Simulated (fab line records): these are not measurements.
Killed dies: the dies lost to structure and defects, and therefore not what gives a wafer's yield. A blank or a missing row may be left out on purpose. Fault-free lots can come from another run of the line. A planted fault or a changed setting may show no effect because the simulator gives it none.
Split-lot experiment ; flow n5_finfet ; 21 wafers read across 7 lots, on a route 1938 steps long

## THE SPLIT
At N5_FIN_CUT_COAT_02 (resist thk 30 nm), the setting spin_rpm was moved away from the recipe's 1500 rpm on 11 of the 21 wafers read, by -6.9% to +10.4%. This setting was run at the recipe's value on the other wafers.

The reading comes from the split's own step.

## THE READING
CAR-EUV_of_FIN_CUT_COAT_02.thk_nm (the simulator's own value, which no gauge read), in nm, at N5_FIN_CUT_COAT_02 (resist thk 30 nm). No usual value for it is given in the file. Average 30.0 nm, standard deviation 0.14 nm, over the 10 wafers here run with the recipe.

wafer;tool, chamber at the split;spin_rpm as run, rpm;against the recipe;CAR-EUV_of_FIN_CUT_COAT_02.thk_nm, nm;against lot-mates on the recipe
L075.2;litho_track-02, 0;1413;-5.8%;31;+0.8
L075.5;litho_track-02, 0;1413;-5.8%;31;+0.8
L075.3;litho_track-02, 0;1500;recipe;30.2;-
L084.3;litho_track-01, 0;1500;recipe;30;-
L084.5;litho_track-01, 0;1500;recipe;30.2;-
L084.6;litho_track-01, 0;1631;+8.7%;29;-1.1
L085.1;litho_track-01, 0;1500;recipe;30;-
L085.4;litho_track-01, 0;1638;+9.2%;28.6;-1.4
L085.6;litho_track-01, 0;1638;+9.2%;28.6;-1.4
L090.3;litho_track-01, 0;1500;recipe;30;-
L090.4;litho_track-01, 0;1500;recipe;30;-
L090.5;litho_track-01, 0;1500;recipe;30;-
L092.1;litho_track-02, 0;1656;+10.4%;28.4;-1.4
L092.3;litho_track-02, 0;1500;recipe;29.8;-
L092.4;litho_track-02, 0;1656;+10.4%;28.6;-1.2
L093.3;litho_track-02, 0;1500;recipe;29.8;-
L093.4;litho_track-02, 0;1396;-6.9%;31;+1.2
L093.5;litho_track-02, 0;1396;-6.9%;31;+1.2
L096.2;litho_track-03, 0;1420;-5.3%;31;+0.8
L096.3;litho_track-03, 0;1420;-5.3%;31;+0.8
L096.5;litho_track-03, 0;1500;recipe;30.2;-

FIT RESULTS
A straight line over all 21 wafers: CAR-EUV_of_FIN_CUT_COAT_02.thk_nm changes by -0.15 nm for each +1% of spin_rpm; r = -0.99; the points scatter about the line by 0.14 nm.
The same after taking each lot's own level away (the mean of its wafers on the recipe; 21 wafers): -0.143 nm for each +1%; r = -0.99; scatter 0.1 nm.
That fit puts the effect of the largest move of spin_rpm on the reading at 1.5 nm.
From 29.80 to 30.20 nm: that is the span of the lots' own levels, equal to 2.9 times the standard deviation above.
The two slopes are in agreement: the lot-to-lot level therefore moves the slope only a little.
Check: with one of the wafers moved furthest among these (+10.4%) left out of the fit, the line predicts -1.46 nm for it against its lot-mates. Against them it came out at -1.4 nm.

## THESE WAFERS: OTHER SPLITS
Note: prior to the reading, these wafers also went through further splits. Each is held against what the fit with the lots' levels taken away leaves over:
other split on the same wafers;wafers away from the commonest value;r with CAR-EUV_of_FIN_CUT_COAT_02.thk_nm (lot level and that fit taken away)
N5_ZERO_LAYER_COAT_05 spin_rpm;5;+0.12
N5_ZERO_LAYER_DEVELOP_10 develop_time_s;6;+0.33
N5_WELL_APT_EXPOSE_05 dose_mj;9;+0.40
N5_WELL_APT_PEB_06 peb_time_s;5;+0.20
N5_FIN_SAQP_PECVD_48 time_s;8;-0.35

## FILE'S OWN FIT
CAR-EUV_of_FIN_CUT_COAT_02.thk_nm changes by -0.14 nm for each +1% of spin_rpm, r = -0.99.
